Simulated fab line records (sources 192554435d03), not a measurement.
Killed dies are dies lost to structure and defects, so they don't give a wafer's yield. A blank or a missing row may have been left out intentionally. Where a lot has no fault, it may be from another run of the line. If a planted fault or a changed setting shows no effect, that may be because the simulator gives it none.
A struck lot beside a sound one | flow n5-finfet | 17 out of 1938 route steps
Sound: the wafers L332.1, L332.4, L332.5. Struck: wafers L345.1, L345.3. (L345.2 of the same lot was not struck and is left out.) The cause comes at the end.
At each step with rows: each side's tool, then ch and its chambers, then its first start. Under that, the readings that differ: sound wafers | struck wafers | difference of the means | sigmas: that difference in standard deviations of wafers without a fault.
alike: same words and numbers on both sides, and readings whose means sit less than 2 such deviations apart. not compared: any withheld reading, any reading some wafer has no value for, any bound like >300 that may hide the same value, and any number with overlapping values for which the record gives no deviation.
A row with sigmas, a row that says differs or no value, or rows on one side alone: a step with any of these is where the two part. When numbers do not overlap yet have no deviation, they are printed without sigmas and do not part them. A reading that every wafer of one side lacks parts them only if that side has two wafers or more.

N5_PASSIVATION_ETCH_15: etches SiCN in CF4/N2, target depth 75 nm, time 81.2 s.
  sound on rie-diel-05 ch 1,2; struck on rie-diel-06 ch 1,3
  alike: drypump-motor-current-A, oes-product-au, rf-vpp-V, showerhead-plenum-p-Torr, throttle-valve-pct
  not compared: rf-hours-counter-h
then, 2 steps without rows for these wafers: N5_PASSIVATION_STRIP_73 (strips in post etch residue remover, time 60 s); N5_PASSIVATION_SRD_17 (time 30 s, dry time 30 s).
N5_PASSIVATION_DEGAS_18: time 60 s.
  sound on pvd-sputter-03, day 14 10:42; struck on pvd-sputter-01, day 19 07:13
  alike: heater-power-w
N5_PASSIVATION_PRE_CLEAN_19:
  sound on pvd-sputter-03, day 14 10:44; struck on pvd-sputter-01, day 19 07:15
  alike: heater-power-w
N5_PASSIVATION_SPUTTER_20: material TaN, target thk 50 nm.
  sound on pvd-sputter-03, day 14 10:47; struck on pvd-sputter-01, day 19 07:17
  alike: throttle-valve-pct
N5_PASSIVATION_AL_DEP_21: deposits Al, target thk 2800 nm, time 170 s.
  sound on pvd-sputter-03, day 14 10:53; struck on pvd-sputter-01, day 19 07:23
  alike: throttle-valve-pct
then, 5 steps without rows for these wafers: N5_PASSIVATION_HMDS_23 (time 60 s); N5_PASSIVATION_COAT_24; N5_PASSIVATION_EBR_26; N5_PASSIVATION_SOFTBAKE_25 (time 90 s); N5_PASSIVATION_EXPOSE_27 (exposes mask PAD, defocus 0 nm).
N5_PASSIVATION_PEB_28:
  sound on litho-track-04 ch 0, day 14 11:14; struck on litho-track-01 ch 0, day 19 08:01
then, 2 steps without rows for these wafers: N5_PASSIVATION_DEVELOP_29 (develop time 60 s); N5_PASSIVATION_HARDBAKE_31 (time 120 s).
N5_PASSIVATION_CD_MEAS_30: target cd 4000 nm.
  sound on cd-sem-03 ch 0, day 14 11:21; struck on cd-sem-03 ch 0, day 19 08:08
  reading    | sound                | struck        | difference | sigmas
  cd-nm (nm) | 4001.1 3999.4 4001.9 | 4006.3 4007.2 | +5.9       | +5
N5_PASSIVATION_OVL_MEAS_63:
  sound on overlay-02 ch 0, day 14 11:23; struck on overlay-01 ch 0, day 19 08:10
  alike: PAD_OVL

WHERE THEY PART
N5_PASSIVATION_CD_MEAS_30 only, going by this record. Later steps at which nothing parts them and some readings are alike: N5_PASSIVATION_OVL_MEAS_63.

WHY: whatever the simulator had introduced
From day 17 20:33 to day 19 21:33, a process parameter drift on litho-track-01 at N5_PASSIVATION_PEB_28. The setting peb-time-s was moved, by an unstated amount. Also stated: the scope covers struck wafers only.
